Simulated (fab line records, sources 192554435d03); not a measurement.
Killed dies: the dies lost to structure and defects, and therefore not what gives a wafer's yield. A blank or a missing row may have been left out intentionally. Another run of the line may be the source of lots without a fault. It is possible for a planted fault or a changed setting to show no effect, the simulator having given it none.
Matching of chambers || flow n5_finfet || uv_cure-02 running N5_BEOL_M11_CURE_72: 3 sister chambers
The step cures SiCOH lowk, time 120 s. 3 wafers are shown with their chamber, then 9 later ones without.

== WAFERS WITH THEIR CHAMBER ==
{"wafer": "L084.5", "chamber": 2, "wafer_temp_C_max": 371.0}
{"wafer": "L087.6", "chamber": 0, "wafer_temp_C_max": 371.2}
{"wafer": "L091.6", "chamber": 1, "wafer_temp_C_max": 371.7}

== WAFERS WHOSE CHAMBER IS MISSING ==
{"wafer": "L092.2", "wafer_temp_C_max": 371.4}
{"wafer": "L092.3", "wafer_temp_C_max": 371.4}
{"wafer": "L092.5", "wafer_temp_C_max": 371.2}
{"wafer": "L094.1", "wafer_temp_C_max": 370.7}
{"wafer": "L094.3", "wafer_temp_C_max": 370.8}
{"wafer": "L094.4", "wafer_temp_C_max": 370.5}
{"wafer": "L097.2", "wafer_temp_C_max": 371.9}
{"wafer": "L097.3", "wafer_temp_C_max": 371.6}
{"wafer": "L097.4", "wafer_temp_C_max": 371.7}

== THE CHAMBER EACH PASSED THROUGH ==
{"wafer": "L092.2", "from the rows above": "can't be placed: 0 or 1 or 2", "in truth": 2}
{"wafer": "L092.3", "from the rows above": "can't be placed: 0 or 1 or 2", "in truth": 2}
{"wafer": "L092.5", "from the rows above": "can't be placed: 0 or 2", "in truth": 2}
{"wafer": "L094.1", "from the rows above": "can't be placed: 2 or 0", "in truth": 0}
{"wafer": "L094.3", "from the rows above": "can't be placed: 2 or 0", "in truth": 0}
{"wafer": "L094.4", "from the rows above": "can't be placed: 2 or 0", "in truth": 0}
{"wafer": "L097.2", "from the rows above": 1, "in truth": 1}
{"wafer": "L097.3", "from the rows above": "can't be placed: 1 or 0", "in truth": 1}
{"wafer": "L097.4", "from the rows above": 1, "in truth": 1}
Correct placement for 2 of the 9. Can't be placed from these rows: 7 (the true chamber is among the candidates in 7). Placed wrongly: 0.
How it was worked out, from the rows above alone: a wafer's distance from a chamber is the root of the sum, over the readings, of the square of ((its reading less the chamber's mean) divided by the reading's scatter). The wafer belongs to the nearest chamber; if the next one is less than 2 further off, it can't be placed. Each chamber's mean is taken over the wafers shown for it. The scatter (one wafer shown for each chamber): square how far every hidden wafer sits from the nearest shown wafer, average those squares and take the square root.
